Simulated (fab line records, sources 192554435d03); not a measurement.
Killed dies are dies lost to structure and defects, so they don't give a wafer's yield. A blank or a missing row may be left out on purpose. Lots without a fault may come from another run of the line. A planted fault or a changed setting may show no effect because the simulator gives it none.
Which tool did it? | flow n5_finfet | 12 lots, 36 wafers sampled, at 3 steps of a route of 1938

WHAT THE GAUGES READ, wafer by wafer
N5_BEOL_M8_INSPECT_13: inspects for defects (brightfield). Usual: raw_defect_count 418, standard deviation 110.
lot  | measured     | on                | raw_defect_count | flag
L534 | day 11 22:22 | defect_inspect-01 | 314 375 276      |
L533 | day 12 02:10 | defect_inspect-01 | 388 303 380      |
L535 | day 12 17:10 | defect_inspect-02 | 687 577 389      |
L539 | day 13 09:31 | defect_inspect-02 | 425 580 584      |
L538 | day 13 20:34 | defect_inspect-02 | 541 663 578      |
L542 | day 14 05:45 | defect_inspect-01 | 305 365 373      |
L549 | day 16 16:25 | defect_inspect-02 | 387 518 337      |
L552 | day 17 02:26 | defect_inspect-01 | 275 353 414      |
L553 | day 17 02:44 | defect_inspect-01 | 371 390 299      |
L551 | day 17 12:29 | defect_inspect-01 | 256 392 365      |
L556 | day 17 21:40 | defect_inspect-01 | 236 310 267      |
L554 | day 19 03:59 | defect_inspect-02 | 646 458 504      |

N5_BEOL_M8_CD_MEAS_18: pitch 80 nm, target cd 40 nm. Usual: cd_nm 40.3 nm, standard deviation 0.73.
lot  | measured     | on        | cd_nm (nm)     | flag
L534 | day 11 23:23 | cd_sem-02 | 40.1 39.9 40.2 |
L533 | day 12 02:58 | cd_sem-01 | 40.0 40.5 39.5 |
L535 | day 12 18:01 | cd_sem-01 | 39.6 40.6 40.8 |
L539 | day 13 10:09 | cd_sem-01 | 39.7 39.7 39.6 |
L538 | day 13 21:59 | cd_sem-02 | 40.4 40.4 42.2 |
L542 | day 14 06:14 | cd_sem-02 | 40.5 40.5 40.6 |
L549 | day 16 17:34 | cd_sem-01 | 40.1 40.4 40.9 |
L552 | day 17 02:57 | cd_sem-01 | 39.6 39.9 39.3 |
L553 | day 17 03:15 | cd_sem-02 | 40.5 42.0 41.4 |
L551 | day 17 13:04 | cd_sem-01 | 42.3 39.5 40.3 |
L556 | day 17 22:11 | cd_sem-01 | 41.1 39.9 41.6 |
L554 | day 19 04:29 | cd_sem-01 | 40.5 40.0 40.1 |

WHICH TOOL RAN EACH LOT (tool, then ch and the chambers of the sampled wafers, then the start)
lot  | N5_BEOL_M8_ILD_DEP_00
L534 | pecvd-01 ch 0,1,2, day 11 20:17
L533 | pecvd-01 ch 1,2, day 12 00:07
L535 | pecvd-02 ch 1,2, day 12 15:23
L539 | pecvd-01 ch 0,2, day 13 06:48
L538 | pecvd-03 ch 0,2, day 13 18:10
L542 | pecvd-03 ch 0,2, day 14 03:40
L549 | pecvd-02 ch 0,1, day 16 12:43
L552 | pecvd-03 ch 0,1,2, day 16 22:01
L553 | pecvd-01 ch 0,1,2, day 16 23:08
L551 | pecvd-03 ch 1,2, day 17 09:59
L556 | pecvd-01 ch 0,1, day 17 19:32
L554 | pecvd-01 ch 0,1,2, day 18 23:59
- N5_BEOL_M8_ILD_DEP_00: deposits SiCOH lowk from DEMS/porogen, target thk 179.75 nm, time 33.4 s.

WHAT THE TOOLS THEMSELVES READ (means of the sampled wafers that have a number; where no wafer has one, the mark that the record gives instead)
N5_BEOL_M8_ILD_DEP_00. Usual: chamber_pressure_Torr 5.001 Torr, standard deviation 0.0098; heater_power_outer_w 159 W, standard deviation 29; heater_power_w 324 W, standard deviation 50; showerhead_plenum_p_Torr 5.732 Torr, standard deviation 0.018; throttle_valve_pct 13.8 %, standard deviation 0.75.
lot  | tool     | chamber_pressure_Torr (Torr) | heater_power_outer_w (W) | heater_power_w (W) | showerhead_plenum_p_Torr (Torr) | throttle_valve_pct (%) | flag
L534 | pecvd-01 | 4.997                        | 169                      | 347                | 5.733                           | 14.0                   |
L533 | pecvd-01 | 4.993                        | 167                      | 358                | 5.731                           | 13.5                   |
L535 | pecvd-02 | 4.994                        | 143                      | 297                | 5.750                           | 13.8                   |
L539 | pecvd-01 | 5.011                        | 166                      | 331                | 5.711                           | 14.3                   |
L538 | pecvd-03 | 5.006                        | 153                      | 333                | 5.730                           | 13.5                   |
L542 | pecvd-03 | 4.985                        | 145                      | 312                | 5.717                           | 12.7                   |
L549 | pecvd-02 | 5.000                        | 161                      | 311                | 5.727                           | 14.0                   |
L552 | pecvd-03 | 4.996                        | 155                      | 321                | 5.738                           | 13.7                   |
L553 | pecvd-01 | 5.013                        | 178                      | 362                | 5.732                           | 14.1                   |
L551 | pecvd-03 | 5.004                        | 176                      | 353                | 5.735                           | 13.3                   |
L556 | pecvd-01 | 4.992                        | 188                      | 352                | 5.730                           | 14.5                   |
L554 | pecvd-01 | 5.006                        | 184                      | 369                | 5.727                           | 14.1                   |

THE ANSWER, worked out from the rows above alone
Rule: a lot is off if the mean of its wafers that have a number lies more than 3 standard deviations from the usual mean. A lot without any number at a reading at which 4 lots or more have one is off too. The other lots that the step has rows for count as sound. The gauges are gone through in route order, then the tools' own readings, and for those a lot's mean is taken as printed above. The first step at which some lot is off is used, and at that step the reading that is off furthest; a lot without a number counts as furthest.
No lot is off at any reading shown: from this, nothing can be told.

WHAT THE SIMULATOR HAD PUT IN
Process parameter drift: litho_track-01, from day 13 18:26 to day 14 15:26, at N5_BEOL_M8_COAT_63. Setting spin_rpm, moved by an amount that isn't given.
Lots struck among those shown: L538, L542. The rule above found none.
